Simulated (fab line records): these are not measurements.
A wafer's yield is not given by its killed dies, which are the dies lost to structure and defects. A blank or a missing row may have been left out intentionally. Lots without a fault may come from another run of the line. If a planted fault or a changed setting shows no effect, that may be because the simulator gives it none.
Struck lot and sound lot, side by side | flow nand-harc | 14 steps out of a route of 1302
Sound: these wafers, L332.3, L332.5, L332.6. Struck: wafer L336.2; the same lot's L336.6 was not struck, so it is left out; see the end for the cause.
Each step with rows lists, per side, the tool, then ch with its chambers, then its first start. Under that, the readings that differ: sound wafers | struck wafers | difference of the means | sigmas: that difference in standard deviations of wafers without a fault.
alike: readings whose means differ by less than 2 such deviations, and words and numbers that are the same on both sides. not compared: withheld readings, readings that some wafer has no value for, bounds like >300 that may hide the same value, and numbers for which the record gives no deviation and whose values overlap.
Wherever a step has rows on one side only, a row that says differs or no value, or a row with sigmas, the two part there. When numbers do not overlap yet have no deviation, they are printed without sigmas and do not part them. A reading missing from all wafers of one side parts the sides only when that side holds two or more wafers.

NHARC_A_WL_FILL_CVD_03: deposits W, target thk 40 nm, time 279 s.
  sound on cvd-w-01 ch 0,1, day 24 12:09; struck on cvd-w-02 ch 1, day 25 10:08
  reading                | sound          | struck | difference | sigmas
  heater-power-w (W)     | 382 388 392    | 456    | +69        | +2
  throttle-valve-pct (%) | 7.53 7.91 7.93 | 8.29   | +0.50      | +2
then, 1 step without rows for these wafers: NHARC_A_WL_FILL_ETCHBACK_04 (etches the open film in NF3, target depth 60 nm, time 120 s).
NHARC_A_WL_FILL_ETCHBACK_05: etches the open film in Cl2/BCl3, target depth 22 nm, time 60 s.
  sound on rie-metal-02 ch 0,1, day 24 12:39; struck on rie-metal-01 ch 1, day 25 10:42
  reading                     | sound       | struck | difference                   | sigmas
  drypump-motor-current-A (A) | 5.9 5.0 5.9 | 6.5    | +0.9                         | +2
  rf-hours-counter-h (h)      | - - -       | 0.1    | no value on the sound wafers |
  alike: chamber-pressure-mTorr, oes-product-au, run-length-s
NHARC_A_WL_FILL_STRIP_27: strips in N2/H2, time 20 s.
  sound on plasma-asher-02 ch 0,1, day 24 12:49; struck on plasma-asher-02 ch 0, day 25 10:52
  reading                | sound | struck | difference                   | sigmas
  rf-hours-counter-h (h) | - - - | 30     | no value on the sound wafers |
  alike: drypump-motor-current-A, heater-power-w, rf-refl-power-W
then, 5 steps without rows for these wafers: NHARC_A_WL_FILL_STRIP_28 (strips in post etch residue remover, time 1200 s); NHARC_A_WL_FILL_PRECLEAN_06 (cleans in DIW, time 300 s); NHARC_A_WL_FILL_SRD_07; NHARC_A_WL_FILL_ANNEAL_08 (time 1800 s); NHARC_A_WL_FILL_ALD_10 (deposits SiO2, target thk 50 nm, pulse time 10 s, ald cycles 500).
NHARC_A_WL_FILL_ETCHBACK_16: etches the open film in C4F8/O2/Ar, target depth 120 nm, time 24 s.
  sound on rie-diel-07 ch 1,2; struck on rie-diel-07 ch 2
  alike: chamber-pressure-mTorr, oes-product-au, rf-fwd-power-W, rf-vpp-V, run-length-s
  not compared: rf-hours-counter-h
NHARC_A_WL_FILL_STRIP_29: strips in O2, time 20 s.
  sound on rie-diel-07 ch 0,2,3, day 25 00:14; struck on rie-diel-07 ch 3, day 25 21:58
  alike: chamber-pressure-mTorr, drypump-motor-current-A, oes-product-au, rf-vpp-V, showerhead-plenum-p-Torr, throttle-valve-pct
  not compared: rf-hours-counter-h
NHARC_A_WL_FILL_ETCHBACK_17: etches the open film in Cl2/BCl3, target depth 4 nm, time 26.7 s.
  sound on rie-metal-03 ch 0,1, day 25 00:23; struck on rie-metal-02 ch 0, day 25 22:03
  reading                | sound          | struck | difference                   | sigmas
  rf-hours-counter-h (h) | - - -          | 2.1    | no value on the sound wafers |
  run-length-s (s)       | 48.2 48.3 47.7 | 41.3   | -6.8                         | -17
  alike: chamber-pressure-mTorr, drypump-motor-current-A, oes-product-au
then, 1 step without rows for these wafers: NHARC_A_WL_FILL_PRECLEAN_18 (cleans in dHF, time 30 s).
-- jump in the record: it breaks off in module A_WL_FILL and resumes in module END (first step shown: number 1302 of the route), and 4 days separate the struck wafers' starts before and after --
NHARC_END_SORT_01:
  only the struck wafers appear in the record here, on prober-01 ch 0 at day 29 10:14; the sound ones have no rows

WHERE THEY PART
Earliest at NHARC_A_WL_FILL_CVD_03; latest, in this record, at NHARC_END_SORT_01.

WHY: whatever the simulator had introduced
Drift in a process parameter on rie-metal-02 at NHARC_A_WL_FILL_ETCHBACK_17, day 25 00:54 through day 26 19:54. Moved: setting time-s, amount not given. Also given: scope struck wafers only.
